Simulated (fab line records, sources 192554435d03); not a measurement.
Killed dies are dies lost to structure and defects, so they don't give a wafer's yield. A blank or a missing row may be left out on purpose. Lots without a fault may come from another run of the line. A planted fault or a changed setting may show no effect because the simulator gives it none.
Split-lot experiment | flow n5_finfet | 7 lots, 21 wafers read, on a route of 1938 steps

THE SPLIT
At N5_PASSIVATION_PECVD_53 (deposits SiO2 from TEOS/O2, target thk 800 nm, time 169.4 s), the setting temp_c was moved away from the recipe's 400 C on 9 of the 21 wafers read, by -2.7% to +4.0%. The other wafers ran this setting at the recipe's value.

The reading is taken at the split's own step.

THE READING
SiO2_of_PASSIVATION_PECVD_53.thk_nm (the simulator's own value, which no gauge read), in nm, at N5_PASSIVATION_PECVD_53 (deposits SiO2 from TEOS/O2, target thk 800 nm, time 169.4 s). The file gives no usual value for it. The 12 wafers here that ran the recipe average 800.1 nm, standard deviation 8.9 nm.

wafer  | tool, chamber at the split | temp_c as run, C | against the recipe | SiO2_of_PASSIVATION_PECVD_53.thk_nm, nm | against lot-mates on the recipe
L077.4 | pecvd-01, 0                | 407.4            | +1.8%              | 758.6                                   | -39.4
L077.5 | pecvd-01, 1                | 407.4            | +1.8%              | 764.8                                   | -33.2
L077.6 | pecvd-01, 2                | 400              | recipe             | 798                                     | -
L082.3 | pecvd-01, 0                | 400              | recipe             | 808.4                                   | -
L082.4 | pecvd-01, 1                | 400              | recipe             | 810.2                                   | -
L082.5 | pecvd-01, 1                | 408              | +2.0%              | 770.4                                   | -38.9
L084.2 | pecvd-02, 0                | 400              | recipe             | 801                                     | -
L084.4 | pecvd-02, 2                | 400              | recipe             | 816.4                                   | -
L084.5 | pecvd-02, 0                | 400              | recipe             | 805                                     | -
L089.2 | pecvd-02, 1                | 416.2            | +4.0%              | 703.6                                   | -95.0
L089.4 | pecvd-02, 0                | 416.2            | +4.0%              | 716.2                                   | -82.4
L089.6 | pecvd-02, 2                | 400              | recipe             | 798.6                                   | -
L093.1 | pecvd-01, 1                | 390              | -2.5%              | 839.2                                   | no lot-mate on the recipe
L093.2 | pecvd-01, 0                | 390              | -2.5%              | 849.2                                   | no lot-mate on the recipe
L093.4 | pecvd-01, 1                | 390              | -2.5%              | 856.4                                   | no lot-mate on the recipe
L096.2 | pecvd-01, 0                | 400              | recipe             | 800.4                                   | -
L096.5 | pecvd-01, 2                | 389.1            | -2.7%              | 877.6                                   | +78.9
L096.6 | pecvd-01, 1                | 400              | recipe             | 797                                     | -
L097.1 | pecvd-04, 1                | 400              | recipe             | 785.2                                   | -
L097.2 | pecvd-04, 2                | 400              | recipe             | 784.2                                   | -
L097.5 | pecvd-04, 2                | 400              | recipe             | 797.2                                   | -

THE FIT
A straight line over all 21 wafers: SiO2_of_PASSIVATION_PECVD_53.thk_nm changes by -21.6 nm for each +1% of temp_c; r = -0.97; the points scatter about the line by 9.9 nm.
The same after taking each lot's own level away (the mean of its wafers on the recipe; 18 wafers): -23 nm for each +1%; r = -0.99; scatter 6.4 nm.
On that fit, the largest move of temp_c shifts the reading by 93 nm.
The lots' own levels span 788.87 to 809.30 nm, that is 2.3 times the standard deviation above.
So the lot-to-lot level changes the slope little: the two slopes agree.
Check: with one of the wafers moved furthest among these (+4.0%) left out of the fit, the line predicts -88.4 nm for it against its lot-mates. It came out at -95 nm against them.

OTHER SPLITS ON THESE WAFERS
These wafers also went through other splits before the reading. Each is held against what the fit with the lots' levels taken away leaves over:
other split on the same wafers    | wafers away from the commonest value | r with SiO2_of_PASSIVATION_PECVD_53.thk_nm (lot level and that fit taken away)
N5_BEOL_M13_ETCH_67 bias_w        | 9                                    | +0.38
N5_BEOL_M15_ILD_DEP_00 time_s     | 9                                    | +0.56
N5_BEOL_M15_COAT_04 spin_rpm      | 5                                    | -0.04
N5_MIM_TOP_ALD_01 ald_cycles      | 8                                    | +0.12
N5_PASSIVATION_VIA_ETCH_13 bias_w | 7                                    | +0.23

THE FILE'S OWN FIT
SiO2_of_PASSIVATION_PECVD_53.thk_nm changes by -23 nm for each +1% of temp_c, r = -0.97.
